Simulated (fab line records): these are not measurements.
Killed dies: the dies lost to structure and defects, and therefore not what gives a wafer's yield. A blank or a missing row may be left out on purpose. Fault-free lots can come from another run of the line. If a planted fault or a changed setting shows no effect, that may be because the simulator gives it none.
Which tool is to blame? :: flow nand_harc :: 36 wafers sampled from 12 lots at 1 step of a route of 1302

== WHAT THE GAUGES SHOWED, per wafer ==
NHARC_A_BONDPAD_CD_MEAS_09: target cd 500 nm.
lot: L074
measured: day 24 02:23
on: cd_sem-03
cd_nm (nm): 500.3 502.2 502.1

lot: L076
measured: day 24 14:20
on: cd_sem-03
cd_nm (nm): 496.9 498.1 499.1

lot: L079
measured: day 25 10:21
on: cd_sem-01
cd_nm (nm): 499.3 501.7 499.8

lot: L080
measured: day 25 19:50
on: cd_sem-01
cd_nm (nm): 501.9 497.8 503.2

lot: L083
measured: day 27 14:08
on: cd_sem-02
cd_nm (nm): 498.6 498.9 497.9

lot: L085
measured: day 27 20:52
on: cd_sem-01
cd_nm (nm): 500.2 499.9 500.1

lot: L087
measured: day 28 07:05
on: cd_sem-01
cd_nm (nm): 497.4 496.9 499.0

lot: L088
measured: day 29 04:18
on: cd_sem-02
cd_nm (nm): 498.7 500.4 498.4

lot: L092
measured: day 30 22:42
on: cd_sem-02
cd_nm (nm): 501.0 498.5 500.7

lot: L093
measured: day 31 02:54
on: cd_sem-01
cd_nm (nm): 500.8 498.8 500.4

lot: L095
measured: day 32 07:56
on: cd_sem-01
cd_nm (nm): 498.0 498.6 499.0

lot: L096
measured: day 33 07:45
on: cd_sem-02
cd_nm (nm): 498.4 497.5 497.3

== EACH LOT AND THE TOOL THAT RAN IT (in order: tool; ch and the chambers of the sampled wafers; start) ==
No process step before these readings appears in the record.

== THE ANSWER, worked out from the rows above alone ==
Rule: the usual values come from the lots themselves. Put in order of their means at a reading, lots are off if they are a third of the lots or fewer, leave a main group of 4 or more, and stand apart from it by a gap of 3 or more times the standard deviation of the main group's means; of several such gaps the widest counts. Not used: any main group whose means are identical at the precision the tables above print for the reading. A lot without any number at a reading at which 4 lots or more have one is off too. Any other lot the step has rows for is counted as sound.
Nothing can be told from this: no lot is off at any reading shown.

== WHAT WAS PUT IN BY THE SIMULATOR ==
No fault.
